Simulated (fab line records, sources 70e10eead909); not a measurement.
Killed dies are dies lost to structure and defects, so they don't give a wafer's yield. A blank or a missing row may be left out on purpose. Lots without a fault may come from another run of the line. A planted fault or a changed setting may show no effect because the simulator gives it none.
fab line records | flow nand_harc
record lots=5 wafers=15 last_day=25
route steps=1159 shown P_GATE@155 END@1159
lots that met no fault: from a run of the same line without faults
start_h: hours from the record's first day to the start of the lot's first wafer shown | wait_h: hours since the lot's step before | " the same as in the row above | L1.1+2: a row that stands for several wafers | - no value, or no start given | * or withheld: withheld | < > ~ a bound
route shown NAME@n: a module of which the file shows steps, and the number in the route of the first | usual: mean/standard deviation of fault-free wafers | same: alike in all rows | chamber/n: place in a boat | sites: the reading at each site | _std_site: their standard deviation | _edge_site: outer sites' mean less inner sites' | radius_mm: how far each site lies from the wafer's centre | mask NAME#n: copy n | behind: the tool/chamber that last shaped the wafer | hold: why the lot was held/for how many hours/how that ended | device: the transistor (n, p or np) that didn't switch | end of line: the same wafers' tests at the end of the route | a step without rows: its recipe alone | killed: dies lost to structure and defects at the first sort, not the wafer's yield | map: a wafer's dies, x killed, . not, _ none there
set.NAME: the setting as run; set.NAME@STEP: as run at that earlier step | model.NAME: the simulator's own value behind a step, which no gauge read
lots at some steps of the route; a table a step, a row a wafer
services: from which hour (start_h, from the record's first day; less than 0 if before it) a tool's chamber was out of use, for how many hours, and why
## steps
# step NHARC_P_GATE_ALD_36
# recipe target_thk_a=200 pulse_time_s=60 ald_cycles=223 temp_c=400 material=SiNx
# usual heater_power_w=832/72 precursor_pulse_height_rel=0.999/0.019
# columns lot.wafer tool chamber start_h wait_h heater_power_w precursor_pulse_height_rel since_wet_clean_h
L970.2 ald_sin-03 2 121.21 - 887 1.006 9
L970.3 " 3 122.27 - 849 0.996 10
L970.5 " 2 125.43 - 886 1.036 -
L974.2 ald_sin-02 1 147.02 - 798 1.023 89
L974.4 " 2 148.09 - 865 1.014 90
L974.5 " 0 150.22 - 895 1.010 -
L980.4 ald_sin-02 1 181.39 - 797 1.036 123
L980.3 " 0 184.53 - 883 1.019 127
L980.6 " 2 186.62 - 834 0.997 -
L987.3 ald_sin-03 1 224.37 - 785 0.976 112
L987.1 " 2 225.78 - 880 0.975 113
L987.6 " 1 228.58 - 791 0.992 -
L988.4 ald_sin-03 3 234.92 - 849 1.013 122
L988.2 " 0 235.98 - 868 0.993 123
L988.5 " 1 237.05 - 784 1.049 -
# step NHARC_P_GATE_ETCHBACK_37
# recipe target_depth_a=345 time_s=17.2 chf3_flow_sccm=50 o2_flow_sccm=10 ar_flow_sccm=200 rf_w=500 bias_w=200 chemistry=CHF3/O2
# usual drypump_motor_current_A=5.8/0.44 o2_flow_sccm=10.001/0.028 oes_product_au=0.96/0.037 rf_vpp_V=370.7/2.5 showerhead_plenum_p_Torr=2.41/0.11 throttle_valve_pct=20.571/0.01
# columns lot.wafer tool chamber start_h wait_h drypump_motor_current_A o2_flow_sccm oes_product_au rf_hours_counter_h rf_vpp_V showerhead_plenum_p_Torr throttle_valve_pct
L970.2 rie_diel-04 0 - - 5.8 9.990 1.00 1 371.9 2.46 20.555
L970.3 " 1 " " 5.5 9.975 0.99 2 373.0 2.57 20.561
L970.5 " 1 " " 5.5 10.040 1.00 - 374.9 2.57 20.568
L974.2 rie_diel-04 1 - - 5.4 10.044 0.92 4 373.6 2.57 20.568
L974.4 " 0 " " 5.9 9.995 0.92 4 373.4 2.46 20.570
L974.5 " 2 " " 5.8 10.002 0.92 - 369.4 2.38 20.577
L980.3 rie_diel-06 0 - - 5.9 10.001 0.93 43 372.4 2.47 20.565
L980.4 " 2 " " 6.5 10.008 0.94 - 372.2 2.46 20.567
L980.6 " 0 " " 5.9 9.969 0.93 - 372.5 2.47 20.593
L987.1 rie_diel-04 1 - - 5.5 10.023 1.00 23 373.9 2.56 20.592
L987.3 " 2 " " 5.8 10.040 0.99 21 369.1 2.38 20.570
L987.6 " 1 " " 5.5 9.997 1.01 - 374.0 2.56 20.595
L988.4 rie_diel-04 3 - - 5.1 10.004 0.91 23 367.2 2.29 20.596
L988.2 " 1 " " 5.5 10.014 0.91 24 374.7 2.56 20.571
L988.5 " 0 " " 5.9 9.977 0.92 - 372.8 2.45 20.583
# step NHARC_P_GATE_STRIP_101
# recipe time_s=20 o2_flow_sccm=500 ar_flow_sccm=0 bias_w=0 chemistry=O2
# usual drypump_motor_current_A=5.8/0.44 o2_flow_sccm=500.4/1.6 oes_product_au=0.999/0.0074 rf_vpp_V=57.7/0.89 showerhead_plenum_p_Torr=3.53/0.15 throttle_valve_pct=17.037/0.009
# columns lot.wafer tool chamber start_h wait_h drypump_motor_current_A o2_flow_sccm oes_product_au rf_hours_counter_h rf_vpp_V showerhead_plenum_p_Torr throttle_valve_pct
L970.3 rie_diel-04 3 129.75 0.1 5.2 500.6 0.992 1 55.7 3.39 17.040
L970.2 " 0 " " 5.8 499.5 1.001 1 57.9 3.62 17.041
L970.5 " 3 " " 5.1 501.4 1.002 - 56.9 3.39 17.040
L974.4 rie_diel-04 2 154.73 0.2 5.8 498.8 1.002 3 56.9 3.50 17.030
L974.2 " 0 " " 5.8 500.5 0.995 4 56.6 3.61 17.047
L974.5 " 2 " " 5.9 499.6 0.996 - 58.6 3.50 17.039
L980.3 rie_diel-06 0 190.99 0.1 5.9 500.1 0.993 43 59.1 3.62 17.046
L980.6 " 1 " " 6.6 500.7 1.003 - 58.0 3.70 17.048
L980.4 " 0 " " 5.9 499.5 1.009 - 58.6 3.62 17.028
L987.1 rie_diel-04 3 236.06 0.1 5.1 496.7 0.990 22 58.2 3.37 17.026
L987.3 " 0 " " 5.9 501.8 1.000 23 58.4 3.60 17.035
L987.6 " 2 " " 5.8 500.9 1.000 - 58.1 3.49 17.040
L988.4 rie_diel-04 3 242.63 0.1 5.1 497.5 0.989 23 58.6 3.37 17.008
L988.2 " 0 " " 5.9 497.9 1.009 24 58.2 3.60 17.046
L988.5 " 0 " " 5.9 498.8 0.994 - 58.5 3.60 17.047
# step NHARC_P_GATE_PRECLEAN_97
# recipe time_s=600 temp_c=120 chemistry=SPM
# step NHARC_P_GATE_SRD_98
# step NHARC_P_GATE_PRECLEAN_99
# recipe time_s=* temp_c=50 bath_age_min=0 chemistry=SC1
# step NHARC_P_GATE_SRD_100
# step NHARC_P_GATE_DEHYDRATE_38
# recipe temp_c=150 time_s=120
# step NHARC_P_GATE_HMDS_39
# recipe time_s=30
# step NHARC_P_GATE_COAT_40
# recipe spin_rpm=3000
# step NHARC_P_GATE_SOFTBAKE_41
# recipe temp_c=122 time_s=95
# step NHARC_P_GATE_EBR_42
# step NHARC_P_GATE_EXPOSE_43
# recipe na=0.6 target_cd_nm=720 dose_mj=14.81 mask_id=P_NSD
# columns lot.wafer tool chamber start_h wait_h mask
L970.2+3+5 krf_scanner-04 0 130.51 - P_NSD#0
L974.2+4+5 krf_scanner-03 0 155.50 - P_NSD#0
L980.3+4+6 krf_scanner-04 0 191.76 - P_NSD_R1#0
L987.1+3+6 krf_scanner-03 0 236.82 - P_NSD#0
L988.2+4+5 krf_scanner-03 0 243.40 - P_NSD#0
# step NHARC_P_GATE_PEB_44
# recipe peb_temp_c=118 peb_time_s=85
# step NHARC_P_GATE_DEVELOP_45
# recipe time_s=70
# step NHARC_P_GATE_CD_MEAS_46
# recipe target_cd_nm=720 landing_energy_ev=500
# usual cd_nm=720.2/1.6
# columns lot.wafer tool chamber start_h wait_h hold cd_nm
L970.2 cd_sem-03 0 130.67 - - 719.5
L970.3 " 0 " " - 719.8
L970.5 " 0 " " - 720.3
L974.2 cd_sem-02 0 155.65 - - 719.6
L974.4 " 0 " " - 721.9
L974.5 " 0 " " - 721.5
L980.3 cd_sem-02 0 191.91 - await_dispo/0.2h/release 701.6
L980.4 " 0 " " await_dispo/0.2h/release 702.7
L980.6 " 0 " " await_dispo/0.2h/release 703.9
L980.3 cd_sem-02 0 - - - 701.7
L980.4 " 0 " " - 702.4
L980.6 " 0 " " - 703.8
L987.1 cd_sem-01 0 236.98 - - 719.3
L987.3 " 0 " " - 717.4
L987.6 " 0 " " - 720.5
L988.2 cd_sem-03 0 243.56 - - 720.0
L988.4 " 0 " " - 720.3
L988.5 " 0 " " - 721.7
# step NHARC_P_GATE_DESCUM_48
# recipe time_s=3 o2_flow_sccm=200 ar_flow_sccm=0 bias_power_w=0 chemistry=O2
# usual drypump_motor_current_A=5.8/0.44 o2_flow_sccm=200.1/0.58 oes_product_au=0.999/0.0082 rf_vpp_V=57.9/0.8 showerhead_plenum_p_Torr=1.92/0.093 throttle_valve_pct=11.311/0.0097
# same bias_power_w=0
# columns lot.wafer tool chamber start_h wait_h drypump_motor_current_A o2_flow_sccm oes_product_au rf_hours_counter_h rf_vpp_V showerhead_plenum_p_Torr throttle_valve_pct model.P_GATE.cd_nm
L970.3 rie_diel-04 0 130.83 - 5.8 200.7 0.995 1 59.1 1.96 11.325 719.2
L970.2 " 1 " " 5.5 199.9 1.000 2 57.6 2.05 11.293 719.8
L970.5 " 1 " " 5.4 200.4 0.997 - 59.4 2.05 11.303 719.9
L974.2 rie_diel-13 2 155.81 - 6.5 199.1 1.008 18 57.8 1.78 11.317 719.3
L974.4 " 3 " " 5.4 200.5 0.998 15 57.5 1.79 11.322 722
L974.5 " 2 " " 6.5 200.1 1.011 - 57.1 1.78 11.311 721
L980.4 rie_diel-04 0 195.60 - 5.8 200.0 0.985 12 57.9 1.96 11.332 701.3
L980.3 " 3 " " 5.1 201.1 0.976 12 57.8 1.83 11.304 701.2
L980.6 " 1 " " 5.5 199.0 0.994 - 59.4 2.05 11.296 703.3
L987.3 rie_diel-04 1 237.15 - 5.4 199.7 1.003 23 57.8 2.05 11.307 717.6
L987.1 " 2 " " 5.8 200.3 0.990 21 58.2 1.89 11.313 718.7
L987.6 " 0 " " 5.9 199.6 1.001 - 56.6 1.96 11.307 719.8
L988.4 rie_diel-04 3 243.73 - 5.1 199.5 1.004 24 58.6 1.82 11.318 719.6
L988.2 " 0 " " 5.9 200.2 0.996 24 58.7 1.96 11.308 718.5
L988.5 " 3 " " 5.1 199.7 0.994 - 56.4 1.82 11.323 720.9
# step NHARC_P_GATE_IMPLANT_49
# recipe energy_kev=30 dose_cm2=3e+15 tilt_deg=7
# step NHARC_END_SORT_01
# recipe temp_c=25
# usual killed_at_array=26/11 killed_at_other=0.4/0.78 killed_at_periphery=3.4/2.4 killed_dies=29/11 killed_open=3.1/1.9 killed_short=1.9/1.4
# same gross_dies=677
# columns lot.wafer tool chamber start_h wait_h killed_at_array killed_at_other killed_at_periphery killed_dies killed_open killed_short
L980.3 prober-01 0 604.63 3.1 24 0 5 29 4 5
L980.4 prober-01 0 605.42 3.4 31 0 6 37 4 1
L980.6 prober-01 0 607.00 3.9 27 0 2 29 1 2
# killed by level:class
L980.3 A_SLIT:chamber_film_flake=8 P_M0:geometric_particle:short=2 A_CHANNEL_FILL_D1:geometric_particle:open=2 P_ZERO_WELL:chamber_film_flake=2 A_CHANNEL_HOLE_D1:chamber_film_flake=2 A_WL_FILL:chamber_film_flake=2 A_CONTACT:chamber_film_flake=2 P_M0:geometric_particle:open=1
L980.4 A_SLIT:chamber_film_flake=16 P_STI:chamber_film_flake=4 A_CONTACT:chamber_film_flake=4 A_CHANNEL_HOLE_D1:chamber_film_flake=3 A_CHANNEL_FILL_D1:geometric_particle:open=2 A_WL_FILL:chamber_film_flake=2 A_BLC:chamber_film_flake=2 P_BONDPAD:geometric_particle:open=1
L980.6 A_SLIT:chamber_film_flake=21 A_CHANNEL_FILL_D1:geometric_particle:short=2 A_ZERO_WELL:chamber_film_flake=2 P_GATE:geometric_particle:open=1 P_STI:chamber_film_flake=1 A_WL_FILL:chamber_film_flake=1 A_BLC:chamber_film_flake=1
## services
# columns tool chamber start_h hours kind
rie_diel-13 - 99.08 9.0 pm
ald_sin-03 - 104.58 10.0 pm
rie_diel-04 - 112.00 9.0 pm
rie_diel-04 0 112.00 9.0 vent_cycle
rie_diel-04 1 112.00 9.0 vent_cycle
rie_diel-04 2 112.00 13.2 vent_cycle
rie_diel-04 3 112.00 9.0 vent_cycle
rie_diel-04 0 121.00 - clean
rie_diel-04 1 121.00 - clean
rie_diel-04 3 121.00 - clean
krf_scanner-04 - 126.00 4.0 pm
krf_scanner-04 - 133.76 1.4 repair
rie_diel-04 0 145.50 - clean
krf_scanner-03 - 168.00 4.0 pm
krf_scanner-04 - 182.71 1.1 repair
ald_sin-03 - 189.32 2.7 repair
rie_diel-06 3 190.61 4.7 repair
ald_sin-03 - 195.17 18.3 repair
rie_diel-06 1 199.82 13.2 repair
rie_diel-04 - 212.19 0.4 repair
ald_sin-03 0 221.45 4.4 repair
ald_sin-02 - 228.00 10.0 pm
ald_sin-02 - 239.50 0.2 repair
rie_diel-06 - 241.27 9.0 pm
## key
first_sign step=NHARC_P_GATE_EXPOSE_43 reading=mask direction=changed
effect step=NHARC_P_GATE_CD_MEAS_46 reading=visit direction=added
effect step=NHARC_P_GATE_CD_MEAS_46 reading=cd_nm direction=down sigmas=11 usual=720.2 struck=702.7
model_effect step=NHARC_P_GATE_DESCUM_48 value=P_GATE.cd_nm without=719.2 struck=701.9
met_at NHARC_P_GATE_EXPOSE_43
struck_wafers L980.3,L980.4,L980.6
tester_left_out L980
onset_between 130.51 191.76
fault kind=wrong_mask tool=any chamber=- onset_h=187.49 steps=NHARC_P_GATE_EXPOSE_43 aux_copy=P_NSD_R1#0 cd_offset_nm=-17.286 scope=struck_lots_only
# tester_left_out: of these lots the tester's yield and bins aren't shown, on N5 and GAA mostly nor the transistor test; their killed dies are dies lost to structure and defects alone, not to doping, threshold or leakage, so they don't give the yield
